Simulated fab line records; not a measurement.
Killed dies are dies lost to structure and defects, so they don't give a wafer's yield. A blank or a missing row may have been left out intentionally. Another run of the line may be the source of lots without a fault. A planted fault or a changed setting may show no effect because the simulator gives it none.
Lot-split experiment || flow n5_finfet || 39 wafers read across 7 lots, on a route 1938 steps long

ON THE SPLIT
At N5_FIN_SAQP_PECVD_06 (deposits a-Si from SiH4/He, target thk 60 nm, time 48.1 s), the setting time_s was moved away from the recipe's 48.1 s on 15 of the 39 wafers read, by -23.3% to +46.5%. All remaining wafers had this setting at the recipe value.

FROM THE SPLIT TO THE READING: what the file shows between them, 5 steps
- N5_FIN_SAQP_THK_MEAS_07
- N5_FIN_SAQP_HM_DEP_72: deposits SiO2 from SiH4/N2O, target thk 12 nm, time 7.2 s
- N5_FIN_SAQP_COAT_49: time 60 s, resist thk 100 nm
- N5_FIN_SAQP_HM_OPEN_73: chemistry CHF3/O2, target SiO2, stops on a-Si, target depth 12 nm, time 16.8 s
- N5_FIN_SAQP_STRIP_74: strips in CHF3/O2

THE READING
oes_product_au, in a.u., at N5_FIN_SAQP_MANDREL_ETCH_22 (etches a-Si in HBr/Cl2, stops on SiNx, target depth 60 nm, bt time 10 s, time 30 s). Typical for fault-free wafers on this fab line: 0.767 a.u., with standard deviation 0.012 a.u.

{"wafer": "L077.1", "tool, chamber at the split": "pecvd-01, 0", "time_s as run, s": 48.1, "against the recipe": "recipe", "oes_product_au, a.u.": 0.753, "against lot-mates on the recipe": "-"}
{"wafer": "L077.2", "tool, chamber at the split": "pecvd-01, 1", "time_s as run, s": 48.1, "against the recipe": "recipe", "oes_product_au, a.u.": 0.779, "against lot-mates on the recipe": "-"}
{"wafer": "L077.3", "tool, chamber at the split": "pecvd-01, 2", "time_s as run, s": 48.1, "against the recipe": "recipe", "oes_product_au, a.u.": 0.755, "against lot-mates on the recipe": "-"}
{"wafer": "L077.4", "tool, chamber at the split": "pecvd-01, 2", "time_s as run, s": 65.39, "against the recipe": "+35.9%", "oes_product_au, a.u.": 0.926, "against lot-mates on the recipe": "+0.164"}
{"wafer": "L077.5", "tool, chamber at the split": "pecvd-01, 0", "time_s as run, s": 65.39, "against the recipe": "+35.9%", "oes_product_au, a.u.": 0.963, "against lot-mates on the recipe": "+0.201"}
{"wafer": "L077.6", "tool, chamber at the split": "pecvd-01, 1", "time_s as run, s": 65.39, "against the recipe": "+35.9%", "oes_product_au, a.u.": 0.940, "against lot-mates on the recipe": "+0.178"}
{"wafer": "L082.1", "tool, chamber at the split": "pecvd-04, 0", "time_s as run, s": 70.45, "against the recipe": "+46.5%", "oes_product_au, a.u.": 0.981, "against lot-mates on the recipe": "+0.200"}
{"wafer": "L082.2", "tool, chamber at the split": "pecvd-04, 2", "time_s as run, s": 48.1, "against the recipe": "recipe", "oes_product_au, a.u.": 0.785, "against lot-mates on the recipe": "-"}
{"wafer": "L082.3", "tool, chamber at the split": "pecvd-04, 1", "time_s as run, s": 48.1, "against the recipe": "recipe", "oes_product_au, a.u.": 0.769, "against lot-mates on the recipe": "-"}
{"wafer": "L082.4", "tool, chamber at the split": "pecvd-04, 1", "time_s as run, s": 70.45, "against the recipe": "+46.5%", "oes_product_au, a.u.": 0.980, "against lot-mates on the recipe": "+0.199"}
{"wafer": "L082.5", "tool, chamber at the split": "pecvd-04, 0", "time_s as run, s": 70.45, "against the recipe": "+46.5%", "oes_product_au, a.u.": 0.984, "against lot-mates on the recipe": "+0.203"}
{"wafer": "L082.6", "tool, chamber at the split": "pecvd-04, 2", "time_s as run, s": 48.1, "against the recipe": "recipe", "oes_product_au, a.u.": 0.790, "against lot-mates on the recipe": "-"}
{"wafer": "L084.1", "tool, chamber at the split": "pecvd-01, 1", "time_s as run, s": 36.9, "against the recipe": "-23.3%", "oes_product_au, a.u.": 0.667, "against lot-mates on the recipe": -0.105}
{"wafer": "L084.2", "tool, chamber at the split": "pecvd-01, 2", "time_s as run, s": 36.9, "against the recipe": "-23.3%", "oes_product_au, a.u.": 0.655, "against lot-mates on the recipe": -0.117}
{"wafer": "L084.3", "tool, chamber at the split": "pecvd-01, 0", "time_s as run, s": 48.1, "against the recipe": "recipe", "oes_product_au, a.u.": 0.782, "against lot-mates on the recipe": "-"}
{"wafer": "L084.4", "tool, chamber at the split": "pecvd-01, 2", "time_s as run, s": 48.1, "against the recipe": "recipe", "oes_product_au, a.u.": 0.765, "against lot-mates on the recipe": "-"}
{"wafer": "L084.5", "tool, chamber at the split": "pecvd-01, 0", "time_s as run, s": 48.1, "against the recipe": "recipe", "oes_product_au, a.u.": 0.769, "against lot-mates on the recipe": "-"}
{"wafer": "L084.6", "tool, chamber at the split": "pecvd-01, 1", "time_s as run, s": 36.9, "against the recipe": "-23.3%", "oes_product_au, a.u.": 0.655, "against lot-mates on the recipe": -0.117}
{"wafer": "L085.1", "tool, chamber at the split": "pecvd-04, 2", "time_s as run, s": 48.1, "against the recipe": "recipe", "oes_product_au, a.u.": 0.755, "against lot-mates on the recipe": "-"}
{"wafer": "L085.2", "tool, chamber at the split": "pecvd-04, 1", "time_s as run, s": 69.82, "against the recipe": "+45.2%", "oes_product_au, a.u.": 0.964, "against lot-mates on the recipe": "+0.200"}
{"wafer": "L085.3", "tool, chamber at the split": "pecvd-04, 0", "time_s as run, s": 48.1, "against the recipe": "recipe", "oes_product_au, a.u.": 0.776, "against lot-mates on the recipe": "-"}
{"wafer": "L085.4", "tool, chamber at the split": "pecvd-04, 2", "time_s as run, s": 48.1, "against the recipe": "recipe", "oes_product_au, a.u.": 0.760, "against lot-mates on the recipe": "-"}
{"wafer": "L085.5", "tool, chamber at the split": "pecvd-04, 0", "time_s as run, s": 69.82, "against the recipe": "+45.2%", "oes_product_au, a.u.": 0.967, "against lot-mates on the recipe": "+0.203"}
{"wafer": "L085.6", "tool, chamber at the split": "pecvd-04, 1", "time_s as run, s": 69.82, "against the recipe": "+45.2%", "oes_product_au, a.u.": 1.001, "against lot-mates on the recipe": "+0.237"}
{"wafer": "L086.1", "tool, chamber at the split": "pecvd-04, 2", "time_s as run, s": 48.1, "against the recipe": "recipe", "oes_product_au, a.u.": 0.755, "against lot-mates on the recipe": "-"}
{"wafer": "L086.2", "tool, chamber at the split": "pecvd-04, 1", "time_s as run, s": 48.1, "against the recipe": "recipe", "oes_product_au, a.u.": 0.766, "against lot-mates on the recipe": "-"}
{"wafer": "L086.3", "tool, chamber at the split": "pecvd-04, 0", "time_s as run, s": 48.1, "against the recipe": "recipe", "oes_product_au, a.u.": 0.762, "against lot-mates on the recipe": "-"}
{"wafer": "L086.4", "tool, chamber at the split": "pecvd-04, 2", "time_s as run, s": 48.1, "against the recipe": "recipe", "oes_product_au, a.u.": 0.773, "against lot-mates on the recipe": "-"}
{"wafer": "L086.5", "tool, chamber at the split": "pecvd-04, 0", "time_s as run, s": 48.1, "against the recipe": "recipe", "oes_product_au, a.u.": 0.759, "against lot-mates on the recipe": "-"}
{"wafer": "L086.6", "tool, chamber at the split": "pecvd-04, 1", "time_s as run, s": 48.1, "against the recipe": "recipe", "oes_product_au, a.u.": 0.763, "against lot-mates on the recipe": "-"}
{"wafer": "L092.1", "tool, chamber at the split": "pecvd-01, 1", "time_s as run, s": 48.1, "against the recipe": "recipe", "oes_product_au, a.u.": 0.755, "against lot-mates on the recipe": "-"}
{"wafer": "L092.2", "tool, chamber at the split": "pecvd-01, 2", "time_s as run, s": 66.28, "against the recipe": "+37.8%", "oes_product_au, a.u.": 0.924, "against lot-mates on the recipe": "+0.159"}
{"wafer": "L092.3", "tool, chamber at the split": "pecvd-01, 0", "time_s as run, s": 48.1, "against the recipe": "recipe", "oes_product_au, a.u.": 0.772, "against lot-mates on the recipe": "-"}
{"wafer": "L092.4", "tool, chamber at the split": "pecvd-01, 0", "time_s as run, s": 66.28, "against the recipe": "+37.8%", "oes_product_au, a.u.": 0.937, "against lot-mates on the recipe": "+0.172"}
{"wafer": "L092.5", "tool, chamber at the split": "pecvd-01, 2", "time_s as run, s": 66.28, "against the recipe": "+37.8%", "oes_product_au, a.u.": 0.940, "against lot-mates on the recipe": "+0.175"}
{"wafer": "L092.6", "tool, chamber at the split": "pecvd-01, 1", "time_s as run, s": 48.1, "against the recipe": "recipe", "oes_product_au, a.u.": 0.769, "against lot-mates on the recipe": "-"}
{"wafer": "L096.1", "tool, chamber at the split": "pecvd-02, 2", "time_s as run, s": 48.1, "against the recipe": "recipe", "oes_product_au, a.u.": 0.763, "against lot-mates on the recipe": "-"}
{"wafer": "L096.2", "tool, chamber at the split": "pecvd-02, 1", "time_s as run, s": 48.1, "against the recipe": "recipe", "oes_product_au, a.u.": 0.778, "against lot-mates on the recipe": "-"}
{"wafer": "L096.4", "tool, chamber at the split": "pecvd-02, 1", "time_s as run, s": 48.1, "against the recipe": "recipe", "oes_product_au, a.u.": 0.767, "against lot-mates on the recipe": "-"}

THE FIT
A straight line over all 39 wafers: oes_product_au changes by +0.00463 a.u. for each +1% of time_s; r = +0.99; the points scatter about the line by 0.011 a.u.
The same after taking each lot's own level away (the mean of its wafers on the recipe; 39 wafers): +0.00463 a.u. for each +1%; r = +0.99; scatter 0.011 a.u.
That fit puts the effect of the largest move of time_s on the reading at 0.22 a.u.
Across the lots, their own levels run from 0.7623 to 0.7813 a.u., a range of 1.6 times the standard deviation given above.
The two slopes agree, so the slope changes little with the lot-to-lot level.
Check: +0.216 a.u. against its lot-mates is what the line predicts for one of the wafers moved furthest among these (+46.5%) when that wafer is left out of the fit. It came out at +0.2 a.u. against them.

THE WHOLE CHAIN: every reading that the file lists as answering this split, in the file's order
{"step": "N5_FIN_SAQP_PECVD_06", "what it does": "deposits a-Si from SiH4/He, target thk 60 nm, time 48.1 s", "reading": "a-Si_of_FIN_SAQP_PECVD_06.thk_nm (the simulator's own value, which no gauge read)", "change (the file's fit)": "+0.62 nm for each +1% of the setting", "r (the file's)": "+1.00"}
{"step": "N5_FIN_SAQP_THK_MEAS_07", "what it does": "", "reading": "thk_nm", "change (the file's fit)": "withheld for each +1% of the setting", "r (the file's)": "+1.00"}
{"step": "N5_FIN_SAQP_MANDREL_ETCH_22", "what it does": "etches a-Si in HBr/Cl2, stops on SiNx, target depth 60 nm, bt time 10 s, time 30 s", "reading": "oes_product_au", "change (the file's fit)": "+0.00461 a.u. for each +1% of the setting", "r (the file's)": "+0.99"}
{"step": "N5_FIN_SAQP_MANDREL_ETCH_22", "what it does": "etches a-Si in HBr/Cl2, stops on SiNx, target depth 60 nm, bt time 10 s, time 30 s", "reading": "etch.depth_nm (the simulator's own value, which no gauge read)", "change (the file's fit)": "+0.619 nm for each +1% of the setting", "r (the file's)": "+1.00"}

THE FILE'S OWN FIT
oes_product_au changes by +0.00461 a.u. for each +1% of time_s, r = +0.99.
